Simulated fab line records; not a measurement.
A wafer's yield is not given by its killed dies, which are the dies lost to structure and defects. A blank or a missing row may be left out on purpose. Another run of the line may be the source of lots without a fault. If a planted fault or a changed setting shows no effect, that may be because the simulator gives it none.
What tool caused it? ; flow nand_harc ; 12 lots, 36 wafers sampled, at 4 steps of a route of 1302

## WHAT THE GAUGES READ, wafer by wafer
The record holds no reading of a measuring or inspecting step that can be judged against a usual standard deviation.

## WHICH TOOL RAN EACH LOT (tool, then ch and the chambers of the sampled wafers, then the start)
lot;NHARC_P_ZERO_WELL_ETCH_63;NHARC_P_ZERO_WELL_IMPLANT_27;NHARC_P_GATE_ETCH_104;NHARC_P_GATE_STRIP_75
L984;rie_si-02 ch 0,2,3, day 1 21:34;implanter-02 ch 0, day 1 22:38;rie_diel-12 ch 2,3, day 5 07:40;plasma_asher-02 ch 0,1, day 5 20:04
L986;rie_si-02 ch 0,2,3, day 2 17:49;implanter-02 ch 0, day 2 18:58;rie_diel-08 ch 1,2,3, day 5 20:49;plasma_asher-02 ch 0,1, day 6 09:30
L988;rie_si-02 ch 1,2,3, day 3 13:52;implanter-02 ch 0, day 3 14:58;rie_diel-02 ch 0,1, day 6 17:23;plasma_asher-01 ch 0,1, day 7 05:46
L989;rie_si-04 ch 0,3, day 4 01:40;implanter-02 ch 0, day 4 02:59;rie_diel-12 ch 0,2, day 7 06:01;plasma_asher-01 ch 0,1, day 7 18:37
L998;rie_si-02 ch 1,2, day 7 17:37;implanter-01 ch 0, day 7 18:52;rie_diel-12 ch 0,2, day 11 03:37;plasma_asher-01 ch 0,1, day 11 16:08
L999;rie_si-05 ch 0,1,3, day 8 03:41;implanter-02 ch 0, day 8 04:56;rie_diel-12 ch 0,2,3, day 11 04:26;plasma_asher-01 ch 0,1, day 11 16:55
L100;rie_si-04 ch 0,1,3, day 8 13:40;implanter-02 ch 0, day 8 14:56;rie_diel-08 ch 0,1,2, day 11 19:13;plasma_asher-02 ch 0,1, day 12 07:48
L103;rie_si-05 ch 1,3, day 9 19:31;implanter-01 ch 0, day 9 20:47;rie_diel-12 ch 0,3, day 12 22:18;plasma_asher-02 ch 0, day 13 10:45
L104;rie_si-04 ch 1,3, day 10 06:02;implanter-02 ch 0, day 10 07:25;rie_diel-12 ch 0,1,3, day 13 05:25;plasma_asher-02 ch 0,1, day 13 17:53
L105;rie_si-04 ch 0,1,3, day 10 15:42;implanter-01 ch 0, day 10 16:59;rie_diel-12 ch 0,3, day 13 21:41;plasma_asher-02 ch 0,1, day 14 10:14
L106;rie_si-04 ch 1,3, day 11 01:58;implanter-02 ch 0, day 11 03:05;rie_diel-08 ch 0,2, day 14 05:45;plasma_asher-01 ch 0,1, day 14 18:13
L107;rie_si-04 ch 0,2,3, day 11 11:40;implanter-02 ch 0, day 11 12:56;rie_diel-02 ch 0,1,3, day 14 12:01;plasma_asher-02 ch 0,1, day 15 00:41
- NHARC_P_ZERO_WELL_ETCH_63: etches the open film in HBr/Cl2, target depth 120 nm, time 40.1 s.
- NHARC_P_ZERO_WELL_IMPLANT_27
- NHARC_P_GATE_ETCH_104: etches the open film in CF4/CHF3, target depth 60 nm.
- NHARC_P_GATE_STRIP_75: strips in O2.

## WHAT THE TOOLS THEMSELVES READ (means of the sampled wafers that have a number; where no wafer has one, the mark that the record gives instead)
NHARC_P_ZERO_WELL_ETCH_63. Usual: drypump_motor_current_A 5.61 A, standard deviation 0.25; he_backside_leak_sccm 2.63 sccm, standard deviation 0.28; oes_product_au 0.996 a.u., standard deviation 0.01; throttle_valve_pct 26.405 %, standard deviation 0.0091.
lot;tool;drypump_motor_current_A (A);he_backside_leak_sccm (sccm);oes_product_au (a.u.);throttle_valve_pct (%);flag
L984;rie_si-02;5.83;2.65;0.997;26.404;
L986;rie_si-02;5.83;2.69;1.001;26.408;
L988;rie_si-02;5.78;2.64;1.006;26.404;
L989;rie_si-04;5.50;2.47;0.987;26.405;
L998;rie_si-02;5.55;2.66;1.008;26.404;
L999;rie_si-05;5.72;2.67;1.003;26.413;
L100;rie_si-04;5.45;2.46;0.992;26.411;
L103;rie_si-05;5.54;2.52;0.992;26.407;
L104;rie_si-04;5.42;2.75;0.991;26.407;
L105;rie_si-04;5.46;2.62;0.996;26.400;
L106;rie_si-04;5.41;2.78;0.996;26.397;
L107;rie_si-04;5.51;2.53;1.004;26.418;

NHARC_P_ZERO_WELL_IMPLANT_27. Usual: beam_on_s 9.99 s, standard deviation 0.21; tilt_deg 6.997 degrees, standard deviation 0.02.
lot;tool;beam_on_s (s);tilt_deg (degrees);flag
L984;implanter-02;10.00;7.005;
L986;implanter-02;9.97;7.004;
L988;implanter-02;9.98;6.984;
L989;implanter-02;10.02;7.002;
L998;implanter-01;10.04;7.019;
L999;implanter-02;10.09;6.978;
L100;implanter-02;9.85;6.963;
L103;implanter-01;10.03;7.004;
L104;implanter-02;10.05;6.987;
L105;implanter-01;10.01;7.012;
L106;implanter-02;10.09;7.011;
L107;implanter-02;9.90;7.022;

NHARC_P_GATE_ETCH_104. Usual: drypump_motor_current_A 5.5 A, standard deviation 0.4; oes_product_au 0.956 a.u., standard deviation 0.024; rf_vpp_V 370.4 V, standard deviation 2.1; showerhead_plenum_p_Torr 1.57 Torr, standard deviation 0.058; throttle_valve_pct 16.803 %, standard deviation 0.0095.
lot;tool;drypump_motor_current_A (A);oes_product_au (a.u.);rf_vpp_V (V);showerhead_plenum_p_Torr (Torr);throttle_valve_pct (%);flag
L984;rie_diel-12;5.5;0.982;371.5;1.59;16.800;
L986;rie_diel-08;5.4;0.921;369.7;1.53;16.811;
L988;rie_diel-02;5.5;0.959;371.4;1.62;16.800;
L989;rie_diel-12;5.3;0.940;370.4;1.56;16.803;
L998;rie_diel-12;5.5;0.988;369.9;1.55;16.805;
L999;rie_diel-12;5.7;0.981;370.3;1.58;16.799;
L100;rie_diel-08;5.4;0.921;367.4;1.49;16.800;
L103;rie_diel-12;5.8;0.967;370.2;1.56;16.797;
L104;rie_diel-12;5.6;0.961;370.2;1.55;16.794;
L105;rie_diel-12;5.8;0.966;370.3;1.56;16.808;
L106;rie_diel-08;5.6;0.962;366.8;1.48;16.811;
L107;rie_diel-02;5.4;0.920;372.0;1.63;16.805;

NHARC_P_GATE_STRIP_75. Usual: drypump_motor_current_A 5.54 A, standard deviation 0.19; heater_power_w 339 W, standard deviation 41.
lot;tool;drypump_motor_current_A (A);heater_power_w (W);flag
L984;plasma_asher-02;5.34;375;
L986;plasma_asher-02;5.38;364;
L988;plasma_asher-01;5.72;299;
L989;plasma_asher-01;5.70;314;
L998;plasma_asher-01;5.70;312;
L999;plasma_asher-01;5.74;298;
L100;plasma_asher-02;5.34;377;
L103;plasma_asher-02;5.39;364;
L104;plasma_asher-02;5.32;386;
L105;plasma_asher-02;5.35;382;
L106;plasma_asher-01;5.73;297;
L107;plasma_asher-02;5.33;390;

## THE ANSWER, worked out from the rows above alone
Rule: a lot counts as off when the mean over its wafers that have a number is more than 3 standard deviations away from the usual mean. A lot without any number at a reading at which 4 lots or more have one is off too. All remaining lots with rows at the step are treated as sound. Order of review: gauges by route order, followed by the tools' own readings, for which a lot's mean as printed above is used. At the first step where some lot is off, the reading lying furthest off is the one used; lots without a number count as furthest.
No lot is off on any of the readings shown, so nothing can be concluded from this.

## WHAT WAS PUT IN BY THE SIMULATOR
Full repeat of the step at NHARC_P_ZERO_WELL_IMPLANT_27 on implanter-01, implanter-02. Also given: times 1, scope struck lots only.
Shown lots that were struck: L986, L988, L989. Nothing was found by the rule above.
